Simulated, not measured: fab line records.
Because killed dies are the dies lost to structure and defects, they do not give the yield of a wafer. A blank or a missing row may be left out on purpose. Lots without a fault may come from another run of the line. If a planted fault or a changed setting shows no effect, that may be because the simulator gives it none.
A struck lot beside a sound one || flow n5 finfet || 14 steps out of a route of 1938
Sound: the wafers L103.1, L103.4, L103.6. Struck: wafers L108.2, L108.3, L108.4. The cause comes at the end.
Each step with rows lists, per side, the tool, then ch with its chambers, then its first start. Under that, the readings that differ: sound wafers || struck wafers || difference of the means || sigmas: that difference in standard deviations of wafers without a fault.
alike: words and numbers the same on both sides, and readings whose means are apart by under 2 such deviations; not compared: readings that were withheld, readings missing a value for some wafer, numbers with overlapping values and no deviation given by the record, and bounds like >300 which may hide the same value.
A row with sigmas, a row that says differs or no value, or rows on one side alone: a step with any of these is where the two part. Numbers that don't overlap but have no deviation are shown without sigmas and don't part them. Lack of a reading on every wafer of one side parts them only where that side has two or more wafers.

first, 3 steps without rows for these wafers: N5_BEOL_M7_EXPOSE_25 (exposes mask V6, target cd 40 nm); N5_BEOL_M7_PEB_26 (peb time 60 s); N5_BEOL_M7_DEVELOP_27 (develop time 30 s).
N5_BEOL_M7_CD_MEAS_28: target cd 40 nm.
  sound on cd sem-03 ch 0, day 9 04:15; struck on cd sem-02 ch 0, day 11 07:31
  alike: cd nm
N5_BEOL_M7_OVL_MEAS_29:
  sound on overlay-02 ch 0, day 9 04:17; struck on overlay-02 ch 0, day 11 07:33
  alike: V6_OVL
N5_BEOL_M7_INSPECT_30: inspects for defects (brightfield).
  sound: defect inspect-02 at day 9 04:20; struck: defect inspect-02 at day 11 07:36
{"reading": "raw defect count", "sound": "291 201 263", "struck": "428 521 459", "difference": "+218", "sigmas": "+2"}
N5_BEOL_M7_DESCUM_33: chemistry O2, time 7 s.
  sound on rie diel-06 ch 0,1,3, day 9 04:23; struck on rie diel-06 ch 0,1,3, day 11 07:38
  alike: drypump motor current A, oes product au, rf vpp V, showerhead plenum p Torr, throttle valve pct
  not compared: rf hours counter h
N5_BEOL_M7_ETCH_72: etches underlayer in N2/H2, target depth 6.5 nm, time 5.2 s.
  sound on rie diel-06 ch 0,1,3, day 9 04:25; struck on rie diel-06 ch 0,1,3, day 11 07:40
  alike: bias w, drypump motor current A, etch rf on time s, oes product au, rf vpp V, showerhead plenum p Torr, throttle valve pct
  not compared: rf hours counter h
N5_BEOL_M7_ETCH_65: etches SiARC in CF4, target depth 15.6 nm, time 26 s.
  sound on rie diel-06 ch 0,1,3, day 9 04:26; struck on rie diel-06 ch 0,1,3, day 11 07:41
  alike: bias w, drypump motor current A, etch rf on time s, oes product au, rf vpp V, showerhead plenum p Torr, throttle valve pct
  not compared: rf hours counter h
N5_BEOL_M7_ETCH_66: etches SOC in N2/H2, target depth 80 nm, overetch 16 nm, time 120 s.
  sound on rie diel-06 ch 0,1,3, day 9 04:28; struck on rie diel-06 ch 0,1,3, day 11 07:43
  alike: bias w, drypump motor current A, oes product au, rf vpp V, showerhead plenum p Torr, throttle valve pct
  not compared: rf hours counter h
then, 2 steps without rows for these wafers: N5_BEOL_M7_STRIP_69 (strips in N2/H2); N5_BEOL_M7_STRIP_73 (strips in N2/H2).
N5_BEOL_M7_VIA_ETCH_34: etches SiCOH lowk in C4F6/O2, target depth 125.5 nm, time 50.5 s.
  sound on rie diel-06 ch 0,1,3, day 9 04:34; struck on rie diel-06 ch 0,1,3, day 11 07:49
{"reading": "bias w (W)", "sound": "184.4 185.6 184.6", "struck": "173.9 173.8 174.2", "difference": -10.9, "sigmas": -21}
{"reading": "rf vpp V (V)", "sound": "658 673 652", "struck": "625 620 640", "difference": -33, "sigmas": -4}
  alike: drypump motor current A, oes product au, showerhead plenum p Torr, throttle valve pct
  not compared: rf hours counter h, model.etch.depth nm
then, 1 step without rows for these wafers: N5_BEOL_M7_STRIP_76 (strips in C4F6/O2).

== WHERE THEY PART ==
First at N5_BEOL_M7_INSPECT_30; last, within this record, at N5_BEOL_M7_VIA_ETCH_34.

WHY: the cause the simulator had injected
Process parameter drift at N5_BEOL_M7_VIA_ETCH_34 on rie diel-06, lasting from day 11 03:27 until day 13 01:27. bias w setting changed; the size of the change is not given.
